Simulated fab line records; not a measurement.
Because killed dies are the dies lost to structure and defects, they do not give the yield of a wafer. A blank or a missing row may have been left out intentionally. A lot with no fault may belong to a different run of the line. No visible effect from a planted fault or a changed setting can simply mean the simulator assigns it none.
What tool caused it? :: flow nand_harc :: Sampling: 15 lots, 45 wafers, 2 of 1159 route steps

WHAT THE GAUGES READ, wafer by wafer
NHARC_A_CONTACT_OVL_MEAS_43. Usual: overlay_x_nm 0.2 nm, standard deviation 0.95; overlay_y_nm 0.2 nm, standard deviation 0.8.
lot: L704
measured: day 15 20:08
on: overlay-01
overlay_x_nm (nm): 0.3 0.3 0.7
overlay_y_nm (nm): 0.1 0.6 0.0
flag: 

lot: L705
measured: day 16 05:45
on: overlay-01
overlay_x_nm (nm): 0.6 0.7 0.8
overlay_y_nm (nm): 1.0 0.1 0.5
flag: 

lot: L707
measured: day 16 12:35
on: overlay-01
overlay_x_nm (nm): -1.1 -0.9 -1.3
overlay_y_nm (nm): 2.2 2.1 2.1
flag: 

lot: L706
measured: day 16 21:44
on: overlay-02
overlay_x_nm (nm): 1.1 0.9 1.0
overlay_y_nm (nm): -0.2 0.0 0.0
flag: 

lot: L710
measured: day 17 09:53
on: overlay-01
overlay_x_nm (nm): 1.1 0.8 1.2
overlay_y_nm (nm): -0.1 0.0 0.0
flag: 

lot: L711
measured: day 18 02:40
on: overlay-02
overlay_x_nm (nm): 0.4 0.9 1.5
overlay_y_nm (nm): 0.5 0.9 1.1
flag: 

lot: L714
measured: day 18 16:48
on: overlay-01
overlay_x_nm (nm): -0.9 -1.4 -0.9
overlay_y_nm (nm): 0.8 0.2 0.5
flag: 

lot: L716
measured: day 19 13:31
on: overlay-01
overlay_x_nm (nm): -0.6 0.4 -0.4
overlay_y_nm (nm): -1.5 -0.9 -1.0
flag: 

lot: L717
measured: day 19 16:22
on: overlay-01
overlay_x_nm (nm): 0.6 0.6 1.3
overlay_y_nm (nm): 0.6 0.9 0.6
flag: 

lot: L718
measured: day 19 20:51
on: overlay-01
overlay_x_nm (nm): 1.1 1.0 0.1
overlay_y_nm (nm): 0.2 0.0 -0.3
flag: 

lot: L719
measured: day 20 00:04
on: overlay-02
overlay_x_nm (nm): 0.2 0.4 0.4
overlay_y_nm (nm): -0.8 -0.5 -0.8
flag: 

lot: L721
measured: day 20 15:43
on: overlay-01
overlay_x_nm (nm): -1.3 -1.3 -1.6
overlay_y_nm (nm): 0.6 1.0 0.4
flag: 

lot: L726
measured: day 21 08:01
on: overlay-02
overlay_x_nm (nm): 1.1 1.4 1.0
overlay_y_nm (nm): 1.4 1.0 0.4
flag: 

lot: L725
measured: day 21 11:56
on: overlay-02
overlay_x_nm (nm): -0.5 -1.1 -0.4
overlay_y_nm (nm): 0.0 0.0 0.2
flag: 

lot: L727
measured: day 22 01:02
on: overlay-02
overlay_x_nm (nm): 1.0 0.1 -0.1
overlay_y_nm (nm): -1.7 -1.3 -1.0
flag: 

TOOL THAT RAN EACH LOT (tool first, then ch and the chambers of the sampled wafers, then the start)
lot: L704
NHARC_A_CONTACT_DEP_29: pecvd-02 ch 0,1,2, day 15 19:19

lot: L705
NHARC_A_CONTACT_DEP_29: pecvd-04 ch 1,2, day 16 04:58

lot: L707
NHARC_A_CONTACT_DEP_29: pecvd-01 ch 0,2, day 16 11:53

lot: L706
NHARC_A_CONTACT_DEP_29: pecvd-02 ch 1,2, day 16 20:55

lot: L710
NHARC_A_CONTACT_DEP_29: pecvd-02 ch 0,2, day 17 09:04

lot: L711
NHARC_A_CONTACT_DEP_29: pecvd-04 ch 0,1,2, day 18 01:51

lot: L714
NHARC_A_CONTACT_DEP_29: pecvd-02 ch 0,2, day 18 16:09

lot: L716
NHARC_A_CONTACT_DEP_29: pecvd-02 ch 0,1, day 19 12:41

lot: L717
NHARC_A_CONTACT_DEP_29: pecvd-02 ch 0,1, day 19 15:33

lot: L718
NHARC_A_CONTACT_DEP_29: pecvd-01 ch 0,2, day 19 20:02

lot: L719
NHARC_A_CONTACT_DEP_29: pecvd-02 ch 0,1,2, day 19 23:26

lot: L721
NHARC_A_CONTACT_DEP_29: pecvd-02 ch 0,1, day 20 14:56

lot: L726
NHARC_A_CONTACT_DEP_29: pecvd-02 ch 0,1,2, day 21 07:13

lot: L725
NHARC_A_CONTACT_DEP_29: pecvd-02 ch 0,1, day 21 11:08

lot: L727
NHARC_A_CONTACT_DEP_29: pecvd-01 ch 1,2, day 22 00:21
- NHARC_A_CONTACT_DEP_29: deposits SiON, target thk 70 nm.

WHAT THE TOOLS THEMSELVES READ (means of the sampled wafers that have a number; where no wafer has one, the mark that the record gives instead)
NHARC_A_CONTACT_DEP_29. Usual: chamber_pressure_Torr 3.499 Torr, standard deviation 0.0082; heater_power_w 831 W, standard deviation 90.
lot: L704
tool: pecvd-02
chamber_pressure_Torr (Torr): 3.496
heater_power_w (W): 817
flag: 

lot: L705
tool: pecvd-04
chamber_pressure_Torr (Torr): 3.500
heater_power_w (W): 719
flag: 

lot: L707
tool: pecvd-01
chamber_pressure_Torr (Torr): 3.490
heater_power_w (W): 846
flag: 

lot: L706
tool: pecvd-02
chamber_pressure_Torr (Torr): 3.512
heater_power_w (W): 821
flag: 

lot: L710
tool: pecvd-02
chamber_pressure_Torr (Torr): 3.504
heater_power_w (W): 936
flag: 

lot: L711
tool: pecvd-04
chamber_pressure_Torr (Torr): 3.500
heater_power_w (W): 694
flag: 

lot: L714
tool: pecvd-02
chamber_pressure_Torr (Torr): 3.486
heater_power_w (W): 931
flag: 

lot: L716
tool: pecvd-02
chamber_pressure_Torr (Torr): 3.503
heater_power_w (W): 939
flag: 

lot: L717
tool: pecvd-02
chamber_pressure_Torr (Torr): 3.501
heater_power_w (W): 845
flag: 

lot: L718
tool: pecvd-01
chamber_pressure_Torr (Torr): 3.497
heater_power_w (W): 828
flag: 

lot: L719
tool: pecvd-02
chamber_pressure_Torr (Torr): 3.499
heater_power_w (W): 850
flag: 

lot: L721
tool: pecvd-02
chamber_pressure_Torr (Torr): 3.503
heater_power_w (W): 813
flag: 

lot: L726
tool: pecvd-02
chamber_pressure_Torr (Torr): 3.497
heater_power_w (W): 917
flag: 

lot: L725
tool: pecvd-02
chamber_pressure_Torr (Torr): 3.494
heater_power_w (W): 805
flag: 

lot: L727
tool: pecvd-01
chamber_pressure_Torr (Torr): 3.502
heater_power_w (W): 839
flag: 

THE ANSWER, worked out from the rows above alone
Rule: take the mean of a lot's wafers that have a number; if it is more than 3 standard deviations from the usual mean, the lot is off. A lot without any number at a reading at which 4 lots or more have one is off too. All remaining lots with rows at the step are treated as sound. The gauges are gone through in route order, then the tools' own readings, and for those a lot's mean is taken as printed above. The first step at which some lot is off is used, and at that step the reading that is off furthest; a lot without a number counts as furthest.
None of the lots is off at any reading shown; this tells nothing.

WHAT THE SIMULATOR HAD INSERTED
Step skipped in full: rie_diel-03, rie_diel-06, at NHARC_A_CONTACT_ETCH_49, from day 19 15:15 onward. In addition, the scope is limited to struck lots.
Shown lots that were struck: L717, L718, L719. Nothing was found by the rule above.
